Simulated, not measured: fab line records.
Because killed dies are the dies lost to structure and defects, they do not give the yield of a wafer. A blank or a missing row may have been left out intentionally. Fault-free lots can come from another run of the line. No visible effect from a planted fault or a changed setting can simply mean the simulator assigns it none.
Chamber matching    flow n5 finfet    N5_BEOL_M2_ETCHBACK_99 on rie diel-05: 4 sister chambers
The step etches SiO2 in CHF3, target depth 5 nm, time 10.4 s. 8 wafers are shown with their chamber, then 8 later ones without.

## WAFERS PAIRED WITH THEIR CHAMBERS
wafer   chamber  drypump motor current A (A)  showerhead plenum p Torr (Torr)
L077.1  1        6.1                          2.19
L079.6  1        6.1                          2.19
L083.1  0        5.5                          2.10
L083.2  2        5.7                          2.09
L088.1  0        5.5                          2.10
L088.4  2        5.6                          2.08
L088.6  3        5.0                          2.28
L090.1  3        5.0                          2.28

## WAFERS WITHOUT THEIR CHAMBER
wafer   drypump motor current A (A)  showerhead plenum p Torr (Torr)
L090.3  5.6                          2.08
L090.4  6.1                          2.18
L096.1  5.5                          2.09
L096.4  5.0                          2.28
L096.5  6.1                          2.18
L097.1  5.5                          2.09
L097.3  5.7                          2.07
L097.5  6.1                          2.17

## CHAMBER TAKEN BY EACH
wafer   from the rows above      in truth
L090.3  2                        2
L090.4  1                        1
L096.1  can't be placed: 0 or 2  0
L096.4  3                        3
L096.5  1                        1
L097.1  can't be placed: 0 or 2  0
L097.3  2                        2
L097.5  1                        1
6 of 8 placed correctly. Cannot be placed on the basis of these rows: 2; the candidates contain the true chamber in 2. Placed wrongly: 0.
How it was worked out, from the rows above alone: a wafer's distance from a chamber is the root of the sum, over the readings, of the square of ((its reading less the chamber's mean) divided by the reading's scatter). The wafer belongs to the nearest chamber; if the next one is less than 2 further off, it can't be placed. For every chamber, the mean is computed from those of its wafers that are shown. The scatter is the square root of a quotient: the sum, over the shown wafers, of each reading's squared deviation from its chamber's mean, divided by wafers minus chambers.
